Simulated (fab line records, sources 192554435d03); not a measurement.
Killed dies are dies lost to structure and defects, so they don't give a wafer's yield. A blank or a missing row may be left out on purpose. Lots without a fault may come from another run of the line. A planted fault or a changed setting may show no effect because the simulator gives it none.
Chamber matching | flow n5_finfet | N5_BEOL_M12_ETCH_67 on rie_diel-06: 4 sister chambers
The step etches SiARC in CF4, target depth 143 nm, time 238.3 s. 4 wafers are shown with their chamber, then 8 later ones without.

WAFERS WITH THEIR CHAMBER
wafer  | chamber | drypump_motor_current_A (A)
L079.1 | 0       | 4.8
L083.4 | 1       | 5.5
L085.5 | 2       | 6.4
L092.1 | 3       | 5.7

WAFERS WITHOUT THEIR CHAMBER
wafer  | drypump_motor_current_A (A)
L092.4 | 5.5
L092.6 | 4.8
L091.2 | 5.6
L091.4 | 5.6
L091.5 | 5.5
L095.1 | 4.8
L095.3 | 6.4
L095.5 | 5.5

WHICH CHAMBER EACH WENT THROUGH
wafer  | from the rows above     | in truth
L092.4 | 1                       | 1
L092.6 | 0                       | 0
L091.2 | can't be placed: 1 or 3 | 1
L091.4 | can't be placed: 1 or 3 | 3
L091.5 | 1                       | 1
L095.1 | 0                       | 0
L095.3 | 2                       | 2
L095.5 | 1                       | 1
Placed correctly: 6 of 8. Can't be placed from these rows: 2 (the true chamber is among the candidates in 2). Placed wrongly: 0.
How it was worked out, from the rows above alone: a wafer's distance from a chamber is the root of the sum, over the readings, of the square of ((its reading less the chamber's mean) divided by the reading's scatter). The wafer belongs to the nearest chamber; if the next one is less than 2 further off, it can't be placed. A chamber's mean is the mean of its shown wafers. The scatter: with one shown wafer a chamber, the root of the mean of the squares of how far each hidden wafer lies from its nearest shown one.
